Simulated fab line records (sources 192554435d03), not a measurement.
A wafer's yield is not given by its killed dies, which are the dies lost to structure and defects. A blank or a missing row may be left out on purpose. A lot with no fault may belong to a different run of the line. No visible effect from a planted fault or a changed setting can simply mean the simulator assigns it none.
Problem report in the 8D (eight disciplines) form, filled by code | flow n5Finfet | the parts of the form that need people (team, actions taken, sign-off) are left out

== 1. THE ISSUE ==
Mean of killed_at_M4_up at N5_PASSIVATION_PROBE_49: 119 over 3 wafers from 1 lot, against 13 (standard deviation 5.4) on wafers with no fault. That puts it +20 standard deviations away from the usual mean.
The first sign was on wafer L994.1 at day 15 15:34, on prober-02. At this step, 30 wafers from 10 lots have a number in the record. The rule behind "out" and "out of limits": a value lying over 4 standard deviations away from the usual mean. The rest of the wafers with a number are treated as sound.

== 2. WHAT THIS IS AND IS NOT ==
question                    | is                     | is not
which readings at this step | killed_at_M4_up        | killed_at_M0_to_M3, killedAtContacts, killedAtFrontEnd, killedOpen, killedShort, sort_bin_4_leakage
which lots                  | L994                   | L981, L983, L984, L986, L987, L988, L989, L990, L995
which wafers of those lots  | all that have a number | -
read on which tools         | prober-02              | prober-01
when                        | from day 15 15:34      | up to then (24 sound wafers); but 3 sound wafers of L995 came after

== 3. WHAT RULES OUT EACH SUSPECT ==
Counting: a tool at a process step up to the reading stays a suspect if it ran every lot that is out and no sound lot after the first of them.
- rieDiel-03 at N5_BEOL_M6_VIA_ETCH_34 (etches SiCOH lowk in C4F6/O2, target depth 126.3 nm, time 50.9 s): kept. It ran the lot that is out, L994 (day 12 08:53), and no sound lot after that; its last sound lot up to then is L990 (day 11 17:01).
- pecvd-03 at N5_PASSIVATION_PECVD_35 (deposits SiNx from SiH4/NH3/N2, target thk 700 nm, time 151.3 s): ruled out as a lasting fault. Sound lots L995 ran on it after its first lot that is out, L994 (day 15 11:59).
- rieDiel-03 at N5_PASSIVATION_STRIP_48 (strips in O2): kept. It ran the lot that is out, L994 (day 15 13:04), and no sound lot after that; its last sound lot up to then is L986 (day 13 23:57).
- prober-02 at N5_PASSIVATION_PROBE_49: ruled out as a lasting fault. Sound lots L995 ran on it after its first lot that is out, L994 (day 15 15:34).
Left after counting: rieDiel-03 at N5_BEOL_M6_VIA_ETCH_34, rieDiel-03 at N5_PASSIVATION_STRIP_48.

== 4. THE CAUSE (what the simulator had put in) ==
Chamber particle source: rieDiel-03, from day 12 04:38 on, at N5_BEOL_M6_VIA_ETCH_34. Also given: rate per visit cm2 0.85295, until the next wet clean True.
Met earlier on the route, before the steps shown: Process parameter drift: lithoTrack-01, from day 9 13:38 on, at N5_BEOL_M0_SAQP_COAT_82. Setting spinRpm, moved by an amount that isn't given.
This tool is one of the 2 suspects left after counting.

== 5. SEQUENCE OF EFFECTS, ordered by route ==
Each row: a reading whose mean over the struck wafers that have a number lies more than 3 standard deviations from the usual. Scope: only readings with a usual standard deviation given in the record; hours: median across lots of the time from each lot's start at the first step in this table that gives one to its start at this step; sigmas: change in usual standard deviations.
hours | step                    | reading             | usual  | on struck wafers | change | sigmas
0     | N5_PASSIVATION_PROBE_49 | defectLimitedYield  | 91.1 % | 82.6             | -8.5   | -6.6
0     | N5_PASSIVATION_PROBE_49 | killed_at_M4_up     | 13     | 119              | +106   | +20
0     | N5_PASSIVATION_PROBE_49 | killedDies          | 106    | 206              | +100   | +6.6
0     | N5_PASSIVATION_PROBE_49 | sort_bin_5_function | 5.2 %  | 11.4             | +6.2   | +7.2
0     | N5_PASSIVATION_PROBE_49 | sortNPass           | 1074   | 974              | -100   | -6.6
0     | N5_PASSIVATION_PROBE_49 | sortYieldPct        | 91.0 % | 82.6             | -8.4   | -6.5
Here are the process steps it includes:
- N5_PASSIVATION_PROBE_49

== 6. WHAT WOULD HAVE CAUGHT IT SOONER ==
In this record no reading fell out of limits until day 15 15:34, 83 hours after the fault had begun at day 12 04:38.
Tool readings at N5_BEOL_M6_VIA_ETCH_34 with a usual standard deviation given in the record: none out on any struck wafer, hence no alarm at a limit of 4 standard deviations on them.
The start of N5_BEOL_M6_VIA_ETCH_34 on rieDiel-03 came by day 15 15:34 for every one of the lots that are out (1). Had the tool been put on hold then, not one of them would have been saved.
